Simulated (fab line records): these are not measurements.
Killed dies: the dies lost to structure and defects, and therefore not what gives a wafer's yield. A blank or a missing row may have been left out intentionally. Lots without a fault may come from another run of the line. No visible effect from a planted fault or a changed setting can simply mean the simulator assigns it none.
Chamber matching -- flow n5Finfet -- N5_BEOL_M11_ILD_DEP_00 on pecvd-03 has 3 sister chambers
The step deposits SiCOH lowk from DEMS/porogen, target thk 308.51 nm, time 58 s. 6 wafers are shown with their chamber, then 10 later ones without.

## WAFERS PAIRED WITH THEIR CHAMBERS
wafer,chamber,throttleValvePct (%),heaterPowerW (W)
L084.1,2,12.6,311
L087.2,1,13.3,360
L087.5,0,13.3,326
L087.6,1,13.4,365
L090.3,0,13.5,263
L090.4,2,12.8,299

## WAFERS MISSING THEIR CHAMBER
wafer,throttleValvePct (%),heaterPowerW (W)
L090.6,13.7,326
L093.1,12.9,286
L093.3,13.6,314
L093.4,13.5,357
L095.2,13.5,331
L095.3,12.9,330
L095.5,13.0,333
L094.1,13.6,323
L094.5,13.0,293
L094.6,13.6,327

## THE CHAMBER EACH PASSED THROUGH
wafer,from the rows above,in truth
L090.6,can't be placed: 0 or 1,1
L093.1,2,2
L093.3,can't be placed: 0 or 1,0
L093.4,can't be placed: 1 or 0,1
L095.2,can't be placed: 0 or 1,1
L095.3,can't be placed: 2 or 1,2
L095.5,can't be placed: 2 or 1 or 0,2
L094.1,can't be placed: 0 or 1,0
L094.5,can't be placed: 2 or 0 or 1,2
L094.6,can't be placed: 0 or 1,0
Correctly placed: 1 of 10. Can't be placed from these rows: 9 (the true chamber is among the candidates in 9). Number placed wrongly: 0.
How it was worked out, from the rows above alone: a wafer's distance from a chamber is the root of the sum, over the readings, of the square of ((its reading less the chamber's mean) divided by the reading's scatter). The wafer belongs to the nearest chamber; if the next one is less than 2 further off, it can't be placed. The mean given for a chamber averages the wafers shown for that chamber. The scatter is the square root of a quotient: the sum, over the shown wafers, of each reading's squared deviation from its chamber's mean, divided by wafers minus chambers.
